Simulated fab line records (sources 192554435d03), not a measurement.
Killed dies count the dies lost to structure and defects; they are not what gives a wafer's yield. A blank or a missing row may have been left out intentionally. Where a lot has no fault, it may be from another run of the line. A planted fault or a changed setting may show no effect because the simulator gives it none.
fab line records ; flow n5_finfet
record lots=10; wafers=29; last_day=17
route steps=1938 shown FIN_SAQP@124 STI_FIN_REVEAL@207
lots untouched by any fault: they come from a run of this same line in which no faults occurred
start_h: the number of hours between the record's first day and the start of the first shown wafer of the lot ; wait_h: hours elapsed since this lot's preceding step ; " repeats the value in the row above ; L1.1+2: several wafers, shown together as one row ; - no value, or no start given ; * or withheld: withheld ; < > ~ a bound
route shown NAME@n: NAME is a module with steps in the file, n the number in the route of the first one ; usual: mean and standard deviation over wafers with no fault ; same: alike in all rows ; chamber/n: place in a boat ; sites: per-site readings ; _std_site: how widely they spread, as a standard deviation ; _edge_site: mean of outer sites minus mean of inner sites ; radius_mm: for every site, how far away it sits from the centre of the wafer ; mask NAME#n: copy n ; behind: the last tool/chamber to shape the wafer ; hold: what put the lot on hold/how long, in hours/how the hold closed ; device: transistor that didn't switch, given as n, p or np ; end of line: the tests these same wafers got at the end of their route ; for a step that has no rows: nothing shown but its recipe ; killed: the dies lost at the first sort to structure and to defects; this is not the yield of the wafer ; map: dies across one wafer; x = killed, . = not, _ = none there
set.NAME: the run value of the setting; set.NAME@STEP: its run value at that earlier step ; model.NAME: the simulator's own value behind a step, which no gauge read
a sample of lots followed through the steps of the route, with each step as a table and each wafer as a row
services: when a tool's chamber went out of use (start_h, in hours from the record's first day, below 0 if earlier), for how many hours, and the reason
## steps
# step N5_FIN_SAQP_RECESS_75
# recipe chemistry=HF/NH3; target=SiO2; target_depth_a=144; afs_cycles=3; temp_c=30; sublimation_temp_c=180; sublimation_time_s=60
# usual drypump_motor_current_A=5.58/0.25
lot.wafer;tool;chamber;start_h;wait_h;drypump_motor_current_A
L233.3;vapor_etch-02;1;23.45;0.1;5.51
L233.4;vapor_etch-02;0;23.45;0.1;5.73
L233.5;vapor_etch-02;1;23.45;0.1;5.52
L234.2;vapor_etch-02;0;28.92;0.0;5.78
L234.4;vapor_etch-02;0;28.92;0.0;5.80
L234.6;vapor_etch-02;1;28.92;0.0;5.48
L236.1;vapor_etch-02;1;41.19;0.0;5.48
L236.2;vapor_etch-02;0;41.19;0.0;5.80
L236.5;vapor_etch-02;1;41.19;0.0;5.50
L237.1;vapor_etch-02;1;46.58;0.0;5.50
L237.2;vapor_etch-02;0;46.58;0.0;5.77
L237.6;vapor_etch-02;1;46.58;0.0;5.52
L238.4;vapor_etch-02;1;52.26;0.1;5.50
L238.5;vapor_etch-02;0;52.26;0.1;5.78
L240.2;vapor_etch-02;1;64.68;0.0;5.51
L240.4;vapor_etch-02;1;64.68;0.0;5.50
L240.6;vapor_etch-02;0;64.68;0.0;5.80
L246.1;vapor_etch-02;0;101.77;0.0;5.75
L246.4;vapor_etch-02;1;101.77;0.0;5.50
L246.6;vapor_etch-02;0;101.77;0.0;5.76
L247.1;vapor_etch-01;1;106.60;0.0;5.02
L247.3;vapor_etch-01;0;106.60;0.0;5.83
L247.6;vapor_etch-01;0;106.60;0.0;5.80
L255.3;vapor_etch-02;1;155.67;0.1;5.50
L255.5;vapor_etch-02;0;155.67;0.1;5.77
L255.6;vapor_etch-02;1;155.67;0.1;5.50
L256.1;vapor_etch-01;0;160.62;0.0;5.80
L256.2;vapor_etch-01;1;160.62;0.0;5.01
L256.6;vapor_etch-01;0;160.62;0.0;5.80
# step N5_FIN_SAQP_SPACER2_ALD_28
# recipe material=SiO2; target_thk_a=81; temp_c=300; ald_precursor_family=BDEAS; ald_co_reactant=O2-plasma; pulse_time_s=1; purge_time_s=2; co_reactant_purge_time_s=2; pressure_torr=2
# usual heater_power_w=449/43; precursor_pulse_height_rel=1.001/0.02
lot.wafer;tool;chamber;start_h;wait_h;heater_power_w;precursor_pulse_height_rel
L233.3;ald_sin-02;3;26.05;0.4;386;1.011
L233.4;ald_sin-02;1;26.05;0.4;448;1.010
L233.5;ald_sin-02;3;26.05;0.4;395;0.982
L234.2;ald_sin-02;3;31.24;0.1;383;1.017
L234.4;ald_sin-02;2;31.24;0.1;486;1.005
L234.6;ald_sin-02;3;31.24;0.1;389;1.066
L236.1;ald_sin-04;0;43.51;0.1;448;1.008
L236.2;ald_sin-04;2;43.51;0.1;494;1.043
L236.5;ald_sin-04;2;43.51;0.1;507;1.002
L237.1;ald_sin-01;3;49.12;0.1;408;1.002
L237.2;ald_sin-01;1;49.12;0.1;417;0.985
L237.6;ald_sin-01;3;49.12;0.1;411;1.011
L238.4;ald_sin-04;2;54.53;0.1;488;0.949
L238.5;ald_sin-04;1;54.53;0.1;426;1.002
L240.2;ald_sin-02;0;67.37;0.1;418;0.970
L240.4;ald_sin-02;3;67.37;0.1;403;0.964
L240.6;ald_sin-02;2;67.37;0.1;480;1.017
L246.1;ald_sin-02;2;105.23;0.1;489;1.030
L246.4;ald_sin-02;0;105.23;0.1;405;0.986
L246.6;ald_sin-02;2;105.23;0.1;480;0.993
L247.1;ald_sin-02;3;109.28;0.1;385;0.998
L247.3;ald_sin-02;2;109.28;0.1;488;0.985
L247.6;ald_sin-02;0;109.28;0.1;409;1.031
L255.3;ald_sin-01;2;157.87;0.1;517;0.970
L255.5;ald_sin-01;0;157.87;0.1;526;1.013
L255.6;ald_sin-01;3;157.87;0.1;417;1.004
L256.1;ald_sin-04;1;162.95;0.1;421;0.996
L256.2;ald_sin-04;3;162.95;0.1;447;1.038
L256.6;ald_sin-04;3;162.95;0.1;439;0.987
# step N5_FIN_SAQP_CD_MEAS_31
# recipe target_cd_nm=8; landing_energy_ev=1000; detector=se_inlens; polarity=line
# usual cd_nm=8.11/0.22
lot.wafer;tool;chamber;start_h;wait_h;cd_nm
L233.3;cd_sem-02;0;26.58;0.1;8.13
L233.4;cd_sem-02;0;26.58;0.1;7.88
L233.5;cd_sem-02;0;26.58;0.1;8.01
L234.2;cd_sem-01;0;31.76;0.1;8.13
L234.4;cd_sem-01;0;31.76;0.1;8.15
L234.6;cd_sem-01;0;31.76;0.1;8.29
L236.1;cd_sem-02;0;44.03;0.1;8.12
L236.2;cd_sem-02;0;44.03;0.1;8.21
L236.5;cd_sem-02;0;44.03;0.1;8.12
L237.1;cd_sem-01;0;49.64;0.1;7.85
L237.2;cd_sem-01;0;49.64;0.1;7.93
L237.6;cd_sem-01;0;49.64;0.1;8.13
L238.4;cd_sem-01;0;55.06;0.1;8.32
L238.5;cd_sem-01;0;55.06;0.1;7.91
L240.2;cd_sem-03;0;67.90;0.1;8.11
L240.4;cd_sem-03;0;67.90;0.1;8.17
L240.6;cd_sem-03;0;67.90;0.1;8.10
L246.1;cd_sem-02;0;106.02;0.1;13.73
L246.4;cd_sem-02;0;106.02;0.1;8.21
L246.6;cd_sem-02;0;106.02;0.1;13.67
L247.1;cd_sem-03;0;109.80;0.1;13.68
L247.3;cd_sem-03;0;109.80;0.1;13.67
L247.6;cd_sem-03;0;109.80;0.1;13.87
L255.3;cd_sem-02;0;158.55;0.1;8.34
L255.5;cd_sem-02;0;158.55;0.1;7.87
L255.6;cd_sem-02;0;158.55;0.1;8.36
L256.1;cd_sem-03;0;163.50;0.1;8.13
L256.2;cd_sem-03;0;163.50;0.1;8.37
L256.6;cd_sem-03;0;163.50;0.1;8.21
# step N5_FIN_SAQP_HM_OPEN_33
# recipe chemistry=CH3F/O2; target=SiNx; mask_material=SiO2; target_depth_a=494; time_s=70.6; pressure_mtorr=30; source_w=395; bias_w=73; Ar_flow_sccm=150; CH3F_flow_sccm=30; O2_flow_sccm=20; ion_energy_ev=120; ends=cleared
# usual CH3F_flow_sccm=30.01/0.095; drypump_motor_current_A=5.3/0.47; etch_rf_on_time_s=70.0/1.8; oes_product_au=0.63/0.059; rf_vpp_V=299/9.3; showerhead_plenum_p_Torr=1.97/0.071; throttle_valve_pct=16.34/0.27
lot.wafer;tool;chamber;start_h;wait_h;CH3F_flow_sccm;drypump_motor_current_A;etch_rf_on_time_s;oes_product_au;rf_hours_counter_h;rf_vpp_V;showerhead_plenum_p_Torr;throttle_valve_pct
L233.3;rie_diel-05;3;26.62;0.0;30.01;4.9;71.0;0.66;132;286;1.93;16.41
L233.4;rie_diel-05;1;26.62;0.0;30.06;6.4;73.0;0.67;117;300;1.94;16.34
L233.5;rie_diel-05;1;26.62;0.0;29.87;6.4;73.2;0.68;-;301;1.94;16.32
L234.2;rie_diel-05;1;31.81;0.0;30.07;6.4;70.5;0.68;119;301;1.94;16.32
L234.4;rie_diel-05;3;31.81;0.0;29.96;4.9;69.0;0.67;133;287;1.93;16.38
L234.6;rie_diel-05;2;31.81;0.0;29.95;5.2;67.4;0.79;-;299;2.05;15.85
L236.1;rie_diel-04;3;44.08;0.0;29.91;4.9;70.8;0.63;148;315;2.10;16.60
L236.2;rie_diel-04;1;44.08;0.0;29.91;5.4;67.3;0.59;207;303;1.88;16.25
L236.5;rie_diel-04;3;44.08;0.0;29.94;4.9;71.1;0.63;-;316;2.10;16.62
L237.1;rie_diel-04;3;49.69;0.0;30.01;4.8;69.5;0.63;150;315;2.10;16.61
L237.2;rie_diel-04;2;49.69;0.0;29.93;5.3;68.3;0.64;142;289;1.92;16.03
L237.6;rie_diel-04;2;49.69;0.0;29.95;5.3;69.4;0.63;-;288;1.92;16.02
L238.4;rie_diel-01;1;55.10;0.0;29.97;4.7;69.4;0.65;158;287;2.08;16.40
L238.5;rie_diel-01;1;55.10;0.0;30.02;4.7;70.6;0.65;-;287;2.08;16.40
L240.2;rie_diel-01;1;67.94;0.0;30.04;4.7;69.1;0.65;161;289;2.08;16.40
L240.4;rie_diel-01;0;67.94;0.0;29.93;4.9;70.0;0.59;230;312;1.98;16.51
L240.6;rie_diel-01;0;67.94;0.0;29.88;4.9;67.9;0.59;-;311;1.98;16.50
L246.1;rie_diel-05;1;106.15;0.1;30.12;6.4;72.7;0.65;141;300;1.93;16.37
L246.4;rie_diel-05;2;106.15;0.1;30.08;5.2;69.1;0.75;40;300;2.04;15.92
L246.6;rie_diel-05;3;106.15;0.1;29.92;4.9;67.5;0.65;-;285;1.92;16.44
L247.1;rie_diel-05;1;110.11;0.3;29.91;6.4;71.7;0.65;143;300;1.93;16.37
L247.3;rie_diel-05;3;110.11;0.3;29.99;4.9;65.1;0.65;159;287;1.92;16.45
L247.6;rie_diel-05;3;110.11;0.3;30.18;4.9;67.7;0.65;-;286;1.92;16.44
L255.3;rie_diel-05;2;158.59;0.0;30.05;5.2;67.3;0.72;60;300;2.03;15.95
L255.5;rie_diel-05;2;158.59;0.0;29.94;5.2;68.5;0.72;-;300;2.03;15.96
L255.6;rie_diel-05;1;158.59;0.0;30.00;6.4;73.3;0.63;-;298;1.92;16.40
L256.1;rie_diel-04;0;163.58;0.1;30.06;5.5;72.0;0.57;247;301;1.97;16.76
L256.2;rie_diel-04;1;163.58;0.1;30.00;5.3;72.6;0.56;249;303;1.87;16.34
L256.6;rie_diel-04;0;163.58;0.1;30.05;5.5;71.8;0.58;-;302;1.97;16.77
# step N5_FIN_SAQP_ETCH_64
# recipe chemistry=CF4; target=SiO2; target_depth_a=15; ion_energy_ev=350; pressure_mtorr=10; icp_w=800; bias_w=400; cf4_flow_sccm=80
# usual drypump_motor_current_A=5.9/0.34; oes_product_au=1.007/0.022; throttle_valve_pct=21.8/0.38
lot.wafer;tool;chamber;start_h;wait_h;drypump_motor_current_A;oes_product_au;rf_hours_counter_h;throttle_valve_pct
L233.3;rie_si-01;0;26.89;0.0;5.9;1.041;77;22.2
L233.4;rie_si-01;2;26.89;0.0;6.5;1.011;125;21.8
L233.5;rie_si-01;3;26.89;0.0;5.7;1.031;-;22.5
L234.2;rie_si-01;1;32.07;0.0;5.9;1.025;105;21.2
L234.4;rie_si-01;0;32.07;0.0;5.8;1.034;77;22.2
L234.6;rie_si-01;1;32.07;0.0;5.9;1.027;-;21.2
L236.1;rie_si-04;2;44.34;0.0;5.2;0.965;1;21.8
L236.2;rie_si-04;3;44.34;0.0;5.8;0.999;14;21.7
L236.5;rie_si-04;3;44.34;0.0;5.8;0.992;-;21.8
L237.1;rie_si-04;0;49.95;0.0;6.3;1.027;108;22.1
L237.2;rie_si-04;3;49.95;0.0;5.8;0.997;14;21.8
L237.6;rie_si-04;0;49.95;0.0;6.3;1.017;-;22.1
L238.4;rie_si-01;3;55.36;0.0;5.7;1.026;102;22.5
L238.5;rie_si-01;2;55.36;0.0;6.6;1.014;-;21.8
L240.2;rie_si-04;0;68.21;0.0;6.4;1.024;109;22.1
L240.4;rie_si-04;2;68.21;0.0;5.2;0.979;2;21.8
L240.6;rie_si-04;0;68.21;0.0;6.4;1.019;-;22.1
L246.1;rie_si-01;3;106.42;0.0;5.7;1.032;103;22.5
L246.4;rie_si-01;1;106.42;0.0;6.0;1.019;106;21.2
L246.6;rie_si-01;2;106.42;0.0;6.6;1.013;-;21.7
L247.1;rie_si-01;0;110.37;0.0;5.9;1.024;78;22.2
L247.3;rie_si-01;1;110.37;0.0;6.0;1.022;106;21.2
L247.6;rie_si-01;3;110.37;0.0;5.7;1.029;-;22.5
L255.3;rie_si-03;2;158.85;0.0;5.9;0.971;154;21.7
L255.5;rie_si-03;1;158.85;0.0;5.8;0.988;-;21.2
L255.6;rie_si-03;2;158.85;0.0;5.9;0.976;-;21.7
L256.1;rie_si-03;3;163.85;0.0;5.8;0.968;118;21.9
L256.2;rie_si-03;0;163.85;0.0;6.2;0.991;89;22.0
L256.6;rie_si-03;1;163.85;0.0;5.8;0.979;-;21.2
# step N5_STI_FIN_REVEAL_CD_MEAS_22
# recipe target_cd_nm=6.238; pitch_nm=28; polarity=line
# usual cd_nm=6.3/0.31
lot.wafer;tool;chamber;start_h;wait_h;cd_nm
L233.3;cd_sem-03;-;37.23;0.0;6.6
L233.4;cd_sem-03;-;37.23;0.0;6.3
L233.5;cd_sem-03;-;37.23;0.0;6.0
L234.2;cd_sem-02;-;43.16;0.0;6.2
L234.4;cd_sem-02;-;43.16;0.0;6.3
L234.6;cd_sem-02;-;43.16;0.0;6.0
L236.1;cd_sem-02;-;54.66;0.0;6.3
L236.2;cd_sem-02;-;54.66;0.0;6.3
L236.5;cd_sem-02;-;54.66;0.0;6.4
L237.1;cd_sem-02;-;60.64;0.0;6.7
L237.2;cd_sem-02;-;60.64;0.0;6.8
L237.6;cd_sem-02;-;60.64;0.0;6.7
L238.4;cd_sem-02;-;67.31;0.0;6.2
L238.5;cd_sem-02;-;67.31;0.0;5.6
L240.2;cd_sem-03;-;79.36;0.0;6.8
L240.4;cd_sem-03;-;79.36;0.0;6.4
L240.6;cd_sem-03;-;79.36;0.0;6.5
L246.1;cd_sem-02;-;116.64;0.0;11.7
L246.4;cd_sem-02;-;116.64;0.0;6.0
L246.6;cd_sem-02;-;116.64;0.0;12.0
L247.1;cd_sem-03;-;120.75;0.0;12.2
L247.3;cd_sem-03;-;120.75;0.0;12.1
L247.6;cd_sem-03;-;120.75;0.0;12.2
L255.3;cd_sem-02;-;169.41;0.0;6.1
L255.5;cd_sem-02;-;169.41;0.0;6.3
L255.6;cd_sem-02;-;169.41;0.0;6.1
L256.1;cd_sem-01;-;175.12;0.0;6.3
L256.2;cd_sem-01;-;175.12;0.0;5.9
L256.6;cd_sem-01;-;175.12;0.0;7.1
## services
tool;chamber;start_h;hours;kind
rie_si-04;-;-0.08;0.4;repair
ald_sin-01;2;1.55;4.6;repair
rie_diel-05;2;8.48;9.6;repair
rie_diel-01;-;10.68;2.8;pm
rie_diel-05;0;12.06;4.0;repair
ald_sin-04;-;16.40;2.8;pm
rie_diel-05;1;39.10;2.4;repair
rie_si-03;0;66.87;4.5;repair
ald_sin-02;1;69.29;7.8;repair
rie_diel-05;-;71.46;0.8;repair
ald_sin-01;0;80.20;20.4;repair
rie_si-01;-;82.68;14.6;pm
vapor_etch-01;0;84.92;7.1;repair
ald_sin-04;-;85.70;14.0;pm
rie_diel-01;-;102.19;4.3;pm
vapor_etch-01;1;103.77;2.8;repair
rie_diel-01;2;107.31;5.2;repair
rie_si-03;2;112.81;2.1;repair
rie_diel-01;-;114.81;14.6;pm
rie_diel-05;0;119.05;-;clean
rie_diel-05;2;120.99;4.6;repair
ald_sin-01;1;129.96;14.0;repair
ald_sin-02;1;152.20;10.6;repair
rie_diel-04;1;152.74;6.5;repair
## key
first_sign step=N5_FIN_SAQP_CD_MEAS_31; reading=cd_nm; direction=up; sigmas=25; usual=8.11; struck=13.72
effect step=N5_STI_FIN_REVEAL_CD_MEAS_22; reading=cd_nm; direction=up; sigmas=19; usual=6.3; struck=12.1
met_at N5_FIN_SAQP_SPACER2_ALD_28
struck_lots L246,L247
struck_wafers L246.1,L246.6,L247.1,L247.3,L247.6
tester_left_out L246,L247
not_acting_at N5_FIN_SAQP_RECESS_75,N5_FIN_SAQP_HM_OPEN_33,N5_FIN_SAQP_ETCH_64
onset_between 67.37 105.23
fault kind=process_parameter_drift; tool=ald_sin-02; chamber=-; onset_h=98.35; steps=N5_FIN_SAQP_SPACER2_ALD_28; channel=target_thk_a; offset=*; shape=step; end_h=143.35; scope=struck_wafers_only; acts_in=*; stated=*
# tester_left_out: of these lots the tester's yield and bins aren't shown, on N5 and GAA mostly nor the transistor test; their killed dies are dies lost to structure and defects alone, not to doping, threshold or leakage, so they don't give the yield
